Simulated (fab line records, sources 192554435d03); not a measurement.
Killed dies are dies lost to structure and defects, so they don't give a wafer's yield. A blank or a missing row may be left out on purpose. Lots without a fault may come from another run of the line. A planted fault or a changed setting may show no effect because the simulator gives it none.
Chamber matching | flow n5_finfet | N5_BEOL_M10_DESCUM_16 on rie_diel-06: 3 sister chambers
The step chemistry O2, time 7.9 s. 3 wafers are shown with their chamber, then 6 later ones without.

WAFERS WITH THEIR CHAMBER
wafer  | chamber | drypump_motor_current_A (A)
L089.5 | 1       | 5.3
L089.6 | 2       | 6.1
L092.1 | 3       | 5.0

WAFERS WITHOUT THEIR CHAMBER
wafer  | drypump_motor_current_A (A)
L092.4 | 5.3
L092.6 | 5.0
L090.5 | 6.1
L090.6 | 5.0
L095.2 | 4.9
L095.4 | 6.1

WHICH CHAMBER EACH WENT THROUGH
wafer  | from the rows above | in truth
L092.4 | 1                   | 1
L092.6 | 3                   | 3
L090.5 | 2                   | 2
L090.6 | 3                   | 3
L095.2 | 3                   | 3
L095.4 | 2                   | 2
Placed correctly: 6 of 6. Can't be placed from these rows: 0. Placed wrongly: 0.
How it was worked out, from the rows above alone: a wafer's distance from a chamber is the root of the sum, over the readings, of the square of ((its reading less the chamber's mean) divided by the reading's scatter). The wafer belongs to the nearest chamber; if the next one is less than 2 further off, it can't be placed. A chamber's mean is the mean of its shown wafers. The scatter: with one shown wafer a chamber, the root of the mean of the squares of how far each hidden wafer lies from its nearest shown one.
